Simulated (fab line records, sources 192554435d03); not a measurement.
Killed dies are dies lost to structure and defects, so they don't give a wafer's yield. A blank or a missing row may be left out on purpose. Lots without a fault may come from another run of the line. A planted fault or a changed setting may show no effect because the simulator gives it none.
fab line records | flow n5_finfet | part 2 of 2: steps 21 to 25 of 25
record lots=5 wafers=15 last_day=17
route steps=1938 shown MOL_CONTACT_COAG@585
lots that met no fault: from a run of the same line without faults
start_h: hours from the record's first day to the start of the lot's first wafer shown | wait_h: hours since the lot's step before | " the same as in the row above | L1.1+2: a row that stands for several wafers | - no value, or no start given | * or withheld: withheld | < > ~ a bound
route shown NAME@n: a module of which the file shows steps, and the number in the route of the first | usual: mean/standard deviation of fault-free wafers | same: alike in all rows | chamber/n: place in a boat | sites: the reading at each site | _std_site: their standard deviation | _edge_site: outer sites' mean less inner sites' | radius_mm: how far each site lies from the wafer's centre | mask NAME#n: copy n | behind: the tool/chamber that last shaped the wafer | hold: why the lot was held/for how many hours/how that ended | device: the transistor (n, p or np) that didn't switch | end of line: the same wafers' tests at the end of the route | a step without rows: its recipe alone | killed: dies lost to structure and defects at the first sort, not the wafer's yield | map: a wafer's dies, x killed, . not, _ none there
set.NAME: the setting as run; set.NAME@STEP: as run at that earlier step | model.NAME: the simulator's own value behind a step, which no gauge read
lots at some steps of the route; a table a step, a row a wafer
services: from which hour (start_h, from the record's first day; less than 0 if before it) a tool's chamber was out of use, for how many hours, and why
## steps
# step N5_MOL_CONTACT_COAG_DESCUM_45
# recipe chemistry=O2 time_s=7 source_power_w=50 bias_power_w=20 pressure_mtorr=20 rf_frequency_hz=2.712e+07 temp_c=40 resist=CAR-EUV o2_flow_sccm=225
# usual chamber_pressure_mTorr=20.000/0.02 drypump_motor_current_A=5.6/0.39 oes_product_au=0.77/0.071 rf_vpp_V=242.8/1.2 showerhead_plenum_p_Torr=2.06/0.067 throttle_valve_pct=20.46/0.15
# columns lot.wafer tool chamber start_h wait_h chamber_pressure_mTorr drypump_motor_current_A oes_product_au rf_hours_counter_h rf_vpp_V showerhead_plenum_p_Torr throttle_valve_pct
L078.2 rie_diel-06 3 129.21 0.0 19.997 5.5 0.88 42 242.2 2.04 20.26
L078.3 " 1 " " 20.011 6.2 0.95 17 243.0 2.03 20.39
L078.4 " 2 " " 19.957 5.5 0.75 167 243.2 2.09 20.71
L083.1 rie_diel-04 1 159.98 0.0 20.004 5.1 0.77 145 243.8 1.99 20.63
L083.4 " 0 " " 20.018 6.1 0.74 206 244.1 2.18 20.58
L083.6 " 2 " " 20.025 6.0 0.72 - 243.6 2.06 20.40
L086.1 rie_diel-06 1 174.34 0.0 19.982 6.2 0.91 37 242.6 2.02 20.42
L086.4 " 3 " " 19.978 5.5 0.86 - 243.7 2.03 20.29
L086.5 " 0 " " 20.010 5.7 0.66 - 241.6 2.04 20.41
L095.1 rie_diel-04 1 225.17 0.0 20.002 5.1 0.75 169 242.8 1.98 20.65
L095.3 " 0 " " 19.992 6.1 0.71 229 245.2 2.17 20.61
L095.4 " 2 " " 20.019 6.0 0.69 224 241.8 2.06 20.43
L097.1 rie_diel-04 3 241.39 0.1 19.990 5.5 0.76 144 242.6 2.03 20.58
L097.2 " 1 " " 19.974 5.1 0.75 174 242.6 1.98 20.68
L097.6 " 1 " " 20.012 5.1 0.75 - 240.9 1.98 20.67
# step N5_MOL_CONTACT_COAG_ETCH_65
# recipe chemistry=N2/H2 target=underlayer target_depth_a=130 mask_material=CAR-EUV time_s=10.4 ion_energy_ev=200 pressure_mtorr=30 source_w=840 bias_w=150 n2_flow_sccm=200 h2_flow_sccm=200 ends=cleared
# usual bias_w=149.9/0.46 chamber_pressure_mTorr=30.000/0.027 drypump_motor_current_A=5.7/0.39 etch_rf_on_time_s=10.4/0.34 oes_product_au=0.66/0.067 rf_vpp_V=522.8/2.1 showerhead_plenum_p_Torr=2.51/0.077 throttle_valve_pct=17.88/0.29
# columns lot.wafer tool chamber start_h wait_h bias_w chamber_pressure_mTorr drypump_motor_current_A etch_rf_on_time_s oes_product_au rf_hours_counter_h rf_vpp_V showerhead_plenum_p_Torr throttle_valve_pct
L078.2 rie_diel-06 3 129.24 0.0 150.2 29.977 5.5 10.3 0.76 42 521.4 2.48 17.69
L078.3 " 1 " " 149.7 30.008 6.2 10.1 0.81 17 522.8 2.49 17.96
L078.4 " 2 " " 150.0 29.999 5.5 10.9 0.63 167 523.6 2.57 18.33
L083.1 rie_diel-04 1 160.02 0.0 149.5 29.995 5.1 10.4 0.65 145 520.5 2.46 18.40
L083.4 " 0 " " 149.5 29.986 6.1 10.5 0.61 206 527.1 2.63 17.92
L083.6 " 2 " " 149.3 30.011 6.0 10.6 0.60 - 523.5 2.50 17.70
L086.1 rie_diel-06 1 174.37 0.0 149.7 29.979 6.2 10.4 0.77 37 522.2 2.48 17.99
L086.4 " 3 " " 149.6 29.972 5.5 10.4 0.74 - 520.9 2.47 17.73
L086.5 " 0 " " 149.6 30.027 5.7 10.6 0.56 - 522.2 2.51 18.08
L095.1 rie_diel-04 1 225.21 0.0 150.1 29.972 5.1 10.4 0.63 169 520.9 2.45 18.44
L095.3 " 0 " " 150.2 29.995 6.1 10.5 0.59 229 525.3 2.63 17.97
L095.4 " 2 " " 150.2 30.065 6.0 10.9 0.58 224 522.7 2.49 17.73
L097.1 rie_diel-04 3 241.42 0.0 150.3 29.979 5.5 9.7 0.67 144 520.4 2.40 17.53
L097.2 " 1 " " 150.5 30.005 5.1 10.2 0.63 174 520.9 2.44 18.47
L097.6 " 1 " " 150.4 29.933 5.1 10.3 0.63 - 519.6 2.44 18.46
# step N5_MOL_CONTACT_COAG_ETCH_66
# recipe chemistry=CF4 target=SiARC target_depth_a=130 mask_material=CAR-EUV time_s=21.7 ion_energy_ev=80 pressure_mtorr=40 source_w=545 bias_w=36 Ar_flow_sccm=100 cf4_flow_sccm=100 ends=cleared
# usual bias_w=36.00/0.1 chamber_pressure_mTorr=39.99/0.036 drypump_motor_current_A=5.6/0.39 etch_rf_on_time_s=21.7/0.64 oes_product_au=0.66/0.065 rf_vpp_V=183.7/1.1 showerhead_plenum_p_Torr=2.11/0.048 throttle_valve_pct=15.67/0.14
# columns lot.wafer tool chamber start_h wait_h bias_w chamber_pressure_mTorr drypump_motor_current_A etch_rf_on_time_s oes_product_au rf_hours_counter_h rf_vpp_V showerhead_plenum_p_Torr throttle_valve_pct
L078.2 rie_diel-06 3 129.26 0.0 35.92 40.00 5.5 21.8 0.75 42 184.8 2.11 15.50
L078.3 " 1 " " 35.94 40.00 6.2 21.5 0.82 17 182.9 2.10 15.67
L078.4 " 2 " " 35.98 40.00 5.5 23.2 0.63 167 182.5 2.13 15.81
L083.1 rie_diel-04 1 160.04 0.0 35.89 39.98 5.1 21.4 0.65 145 183.6 2.07 15.90
L083.4 " 0 " " 35.82 39.96 6.1 21.5 0.62 206 184.1 2.19 15.59
L083.6 " 2 " " 36.02 40.00 6.0 21.8 0.61 - 184.0 2.11 15.63
L086.1 rie_diel-06 1 174.39 0.0 35.98 39.99 6.2 21.7 0.78 37 183.6 2.09 15.72
L086.4 " 3 " " 36.02 40.08 5.5 21.9 0.74 - 183.7 2.10 15.56
L086.5 " 0 " " 36.14 40.01 5.7 21.7 0.56 - 185.3 2.10 15.73
L095.1 rie_diel-04 1 225.23 0.0 36.20 39.98 5.1 21.3 0.64 169 184.2 2.06 15.95
L095.3 " 0 " " 35.98 40.05 6.1 21.8 0.61 229 184.4 2.18 15.64
L095.4 " 2 " " 36.13 40.04 6.0 22.2 0.59 224 184.0 2.11 15.69
L097.1 rie_diel-04 3 241.44 0.0 35.82 39.97 5.5 20.8 0.66 144 182.3 2.08 15.74
L097.2 " 1 " " 36.10 40.02 5.2 21.6 0.63 174 182.7 2.06 15.97
L097.6 " 1 " " 36.01 40.01 5.1 21.5 0.63 - 182.6 2.05 15.98
# step N5_MOL_CONTACT_COAG_ALD_133
# recipe material=SiO2 target_thk_a=50 temp_c=100 ald_precursor_family=BDEAS ald_co_reactant=O2-plasma pulse_time_s=1 co_reactant_pulse_time_s=1 purge_time_s=2 co_reactant_purge_time_s=2 ald_cycles=35 pressure_torr=2
# usual heater_power_w=81/6.8 precursor_pulse_height_rel=1.003/0.021
# columns lot.wafer tool chamber start_h wait_h heater_power_w precursor_pulse_height_rel
L078.2 ald_sin-02 1 129.34 0.1 79 0.981
L078.3 " 3 " " 80 0.995
L078.4 " 0 " " 72 1.010
L083.1 ald_sin-03 1 160.12 0.1 74 1.029
L083.4 " 2 " " 92 1.018
L083.6 " 2 " " 92 0.973
L086.1 ald_sin-03 3 174.47 0.1 85 1.029
L086.4 " 1 " " 73 1.019
L086.5 " 2 " " 90 0.980
L095.1 ald_sin-01 0 225.31 0.1 84 0.977
L095.3 " 3 " " 77 0.987
L095.4 " 1 " " 92 1.011
L097.1 ald_sin-01 1 241.52 0.1 94 0.997
L097.2 " 0 " " 84 0.980
L097.6 " 0 " " 85 0.972
# step N5_MOL_CONTACT_COAG_ETCHBACK_134
# recipe chemistry=CHF3 target=SiO2 target_depth_a=100 time_s=6.7 ion_energy_ev=200 pressure_mtorr=30 source_w=610 bias_w=170 Ar_flow_sccm=200 CHF3_flow_sccm=50
# usual bias_w=170.1/0.49 chamber_pressure_mTorr=30.004/0.026 drypump_motor_current_A=5.6/0.41 oes_ar_750_au=0.77/0.079 oes_f_703_au=0.78/0.079 oes_product_au=0.77/0.083 rf_vpp_V=517/17 showerhead_plenum_p_Torr=2.35/0.06 throttle_valve_pct=18.77/0.18
# columns lot.wafer tool chamber start_h wait_h bias_w chamber_pressure_mTorr drypump_motor_current_A oes_ar_750_au oes_f_703_au oes_product_au rf_hours_counter_h rf_vpp_V showerhead_plenum_p_Torr throttle_valve_pct
L078.2 rie_diel-06 2 129.52 0.1 170.9 30.007 5.5 0.74 0.73 0.75 167 537 2.36 18.90
L078.3 " 1 " " 171.0 30.025 6.2 0.92 0.90 0.96 17 554 2.32 18.77
L078.4 " 0 " " 169.6 29.994 5.7 0.69 0.71 0.66 237 487 2.36 18.87
L083.1 rie_diel-04 1 160.30 0.1 170.7 30.005 5.1 0.76 0.75 0.75 145 512 2.30 19.10
L083.4 " 2 " " 170.3 30.013 6.0 0.72 0.72 0.70 202 500 2.36 18.75
L083.6 " 2 " " 170.4 29.975 6.0 0.71 0.71 0.70 - 500 2.36 18.74
L086.1 rie_diel-02 2 174.65 0.1 170.0 30.050 4.8 0.75 0.75 0.75 177 514 2.43 18.53
L086.4 " 1 " " 170.8 29.982 5.6 0.71 0.71 0.72 198 510 2.25 18.50
L086.5 " 3 " " 170.4 29.986 5.2 0.88 0.90 0.89 - 524 2.33 18.86
L095.1 rie_diel-04 2 225.49 0.1 169.7 30.003 6.0 0.70 0.70 0.68 224 500 2.35 18.79
L095.3 " 3 " " 170.0 30.008 5.5 0.79 0.80 0.77 138 515 2.31 18.86
L095.4 " 0 " " 170.4 29.992 6.1 0.71 0.71 0.70 229 510 2.44 18.79
L097.1 rie_diel-04 0 241.85 0.3 169.9 30.004 6.1 0.71 0.71 0.70 234 510 2.44 18.79
L097.2 " 2 " " 170.5 30.036 6.0 0.70 0.70 0.67 230 501 2.34 18.79
L097.6 " 0 " " 170.0 30.026 6.1 0.70 0.72 0.70 - 507 2.44 18.80
## services
# columns tool chamber start_h hours kind
euv_scanner-01 - 118.25 17.3 pm
ald_sin-03 3 119.68 10.7 repair
euv_scanner-02 - 135.55 1.0 pm
euv_scanner-01 - 146.54 1.0 pm
rie_diel-06 2 148.52 29.0 repair
plasma_asher-01 - 156.52 0.4 repair
rie_diel-02 3 166.84 4.9 repair
euv_scanner-02 - 168.35 4.6 pm
rie_diel-02 - 177.25 2.8 pm
rie_diel-06 0 177.60 - clean
rie_diel-04 2 179.58 5.0 repair
euv_scanner-02 - 189.65 1.0 pm
ald_sin-02 2 195.76 12.1 repair
rie_diel-02 0 197.42 3.8 repair
euv_scanner-01 - 202.69 1.0 pm
ald_sin-02 0 212.82 3.4 repair
euv_scanner-02 - 214.39 0.4 repair
euv_scanner-01 - 215.04 4.6 pm
litho_track-02 - 220.73 - consumable_replace:filter
ald_sin-03 1 227.87 2.8 repair
ald_sin-01 3 233.49 12.2 repair
plasma_asher-02 - 234.09 1.8 repair
ald_sin-01 2 234.21 7.9 repair
ald_sin-03 2 239.43 4.2 repair
